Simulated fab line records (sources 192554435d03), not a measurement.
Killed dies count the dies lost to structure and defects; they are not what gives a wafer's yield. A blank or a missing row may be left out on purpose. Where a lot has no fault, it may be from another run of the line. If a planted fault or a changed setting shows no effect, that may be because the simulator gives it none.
Chamber matching	flow n5Finfet	rieDiel-06 running N5_BEOL_M15_DESCUM_33: 4 sister chambers
The step chemistry O2, time 7.9 s. 14 wafers are shown with their chamber, then 7 later ones without.

## WAFERS, EACH WITH ITS CHAMBER
wafer	chamber	drypumpMotorCurrentA (A)	throttleValvePct (%)	showerheadPlenumPTorr (Torr)
L077.1	2	6.1	20.6	2.12
L077.4	1	6.4	20.8	2.07
L077.5	2	6.1	20.6	2.12
L078.1	2	6.1	20.6	2.12
L078.3	1	6.5	20.8	2.07
L078.4	0	5.2	20.8	1.91
L079.1	3	6.0	20.7	1.97
L079.4	0	5.3	20.8	1.91
L079.6	3	5.9	20.7	1.97
L084.1	2	6.1	20.6	2.12
L084.4	0	5.3	20.8	1.91
L084.6	0	5.2	20.8	1.91
L085.2	3	6.0	20.4	2.23
L085.3	0	5.2	20.8	1.91

SIGNATURES (averages over the wafers above)
reading	chamber 0	chamber 1	chamber 2	chamber 3	scatter within a chamber
drypumpMotorCurrentA	5.240	6.450	6.100	5.967	0.0486
throttleValvePct	20.800	20.800	20.600	20.600	0.0775
showerheadPlenumPTorr	1.9100	2.0700	2.1200	2.0567	0.0671
Rule: a wafer lies at a distance from a chamber equal to the root of the sum of squares, over the readings, of (its reading less the chamber's mean, divided by the reading's scatter). If the next closest chamber is less than 2 further off than the closest, the wafer can't be placed; otherwise it belongs to the closest. How the scatter is found: for the shown wafers, subtract from each reading the mean of its chamber, square and add these, divide the total by (wafers less chambers), then take the root.

## WAFERS WITH NO CHAMBER GIVEN
wafer	drypumpMotorCurrentA (A)	throttleValvePct (%)	showerheadPlenumPTorr (Torr)
L085.4	6.5	20.9	2.07
L091.1	6.5	20.9	2.06
L091.2	6.0	20.5	2.22
L091.6	6.0	20.4	2.22
L097.2	6.1	20.7	2.11
L097.3	5.2	20.8	1.90
L097.6	6.1	20.7	2.11

## CHAMBER TAKEN BY EACH
wafer	from the rows above	in truth
L085.4	1	1
L091.1	1	1
L091.2	can't be placed: 3 or 2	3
L091.6	can't be placed: 3 or 2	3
L097.2	can't be placed: 2 or 3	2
L097.3	0	0
L097.6	can't be placed: 2 or 3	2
Correct placement for 3 of the 7. Not placeable from these rows: 4 (in 4, the candidates include the true chamber). Placed wrongly: 0.
